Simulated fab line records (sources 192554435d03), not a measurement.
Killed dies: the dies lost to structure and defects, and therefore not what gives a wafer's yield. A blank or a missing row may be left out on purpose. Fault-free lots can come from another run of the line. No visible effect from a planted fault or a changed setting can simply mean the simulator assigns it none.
A single fault, viewed from 2 desks + flow n5Finfet + only its own numbers are on each desk; what lay behind them is given at the end

## AT THE TOOL OWNER'S DESK: aldSin-01
The tool's own readings at N5_BEOL_M0_SAQP_SPACER2_ALD_26 (deposits SiO2, target thk 15 nm, pulse time 1 s, purge time 2 s): means of the sampled wafers that have a number, for each lot that ran on this tool. If a lot's mean is further than 4 standard deviations from the usual mean, the lot is out of limits and carries the mark OUT (the distance appears in the brackets).
Columns: A = heaterPowerW at N5_BEOL_M0_SAQP_SPACER2_ALD_26, usual 462 W; B = precursorPulseHeightRel at N5_BEOL_M0_SAQP_SPACER2_ALD_26, usual 0.999
| lot  | first seen here | A   | B     |
|------|-----------------|-----|-------|
| L831 | day 6 22:29     | 496 | 1.010 |
| L833 | day 7 04:40     | 485 | 1.015 |
| L834 | day 7 12:40     | 459 | 0.991 |
| L840 | day 9 05:21     | 440 | 1.003 |
This desk's verdict: no lot among the 4 shows anything out of limits.

## AT THE METROLOGY DESK
What the gauges read, lot by lot, whatever tool the lot ran on: means of the sampled wafers that have a number. If a lot's mean is further than 4 standard deviations from the usual mean, the lot is out of limits and carries the mark OUT (the distance appears in the brackets). It has 11 readings, of which 7 appear: the earliest out of limits, and the ones furthest out on some lot.
Columns: A = cdNm at N5_BEOL_M0_SAQP_CD_MEAS_29, usual 15.00 nm; B = DIBL_N at N5_BEOL_M4_RC_MEAS_101, usual 36.0 mV/V; C = IOFF_P at N5_BEOL_M4_RC_MEAS_101, usual 0.21 nA/um; D = ION_P at N5_BEOL_M4_RC_MEAS_101, usual 462 uA/um; E = SS_N at N5_BEOL_M4_RC_MEAS_101, usual 71.5 mV/dec; F = VT_N at N5_BEOL_M4_RC_MEAS_101, usual 250 mV; G = VT_P at N5_BEOL_M4_RC_MEAS_101, usual -251 mV
| lot  | first seen here | A               | B    | C    | D   | E    | F   | G    |
|------|-----------------|-----------------|------|------|-----|------|-----|------|
| L828 | day 6 01:59     | 15.03           | 36.0 | 0.22 | 469 | 71.3 | 243 | -246 |
| L831 | day 6 23:14     | 15.00           | 36.1 | 0.19 | 450 | 71.6 | 251 | -254 |
| L832 | day 7 01:47     | 15.12           | 37.0 | 0.26 | 477 | 71.4 | 247 | -248 |
| L833 | day 7 05:25     | 14.77           | 34.7 | 0.18 | 466 | 70.0 | 253 | -250 |
| L834 | day 7 13:24     | 19.85 (+19) OUT | 34.7 | 0.18 | 461 | 71.0 | 250 | -253 |
| L840 | day 9 05:50     | 22.13 (+27) OUT | -    | -    | -   | -    | -   | -    |
| L843 | day 10 07:46    | 15.02           | 37.3 | 0.23 | 456 | 72.2 | 248 | -250 |
| L846 | day 10 14:14    | 15.21           | 36.8 | 0.23 | 456 | 71.7 | 246 | -250 |
| L847 | day 10 20:28    | 15.03           | 34.9 | 0.19 | 465 | 71.0 | 253 | -252 |
| L850 | day 11 15:31    | 15.12           | 38.7 | 0.21 | 460 | 72.9 | 248 | -252 |
Finding of this desk: L834, L840 out of limits; the first was L834 at day 7 13:24, on cdNm at N5_BEOL_M0_SAQP_CD_MEAS_29. In limits: L828, L831, L832, L833, L843, L846, L847, L850.

## PUT TOGETHER
L834, L840 would have let the metrology desk raise an alarm at day 7 13:24.
The tool owner's desk saw nothing out of limits.
On record at the tool owner's desk: L834, L840, within its limits.
The lots listed all ran N5_BEOL_M0_SAQP_SPACER2_ALD_26 on aldSin-01.

## WHAT THE SIMULATOR HAD INSERTED
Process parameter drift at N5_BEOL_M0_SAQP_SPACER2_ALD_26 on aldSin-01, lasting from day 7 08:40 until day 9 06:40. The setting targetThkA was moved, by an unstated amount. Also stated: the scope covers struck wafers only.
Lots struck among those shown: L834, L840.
Hours from the fault's start to each desk's first reading out of limits: the metrology desk, 5.
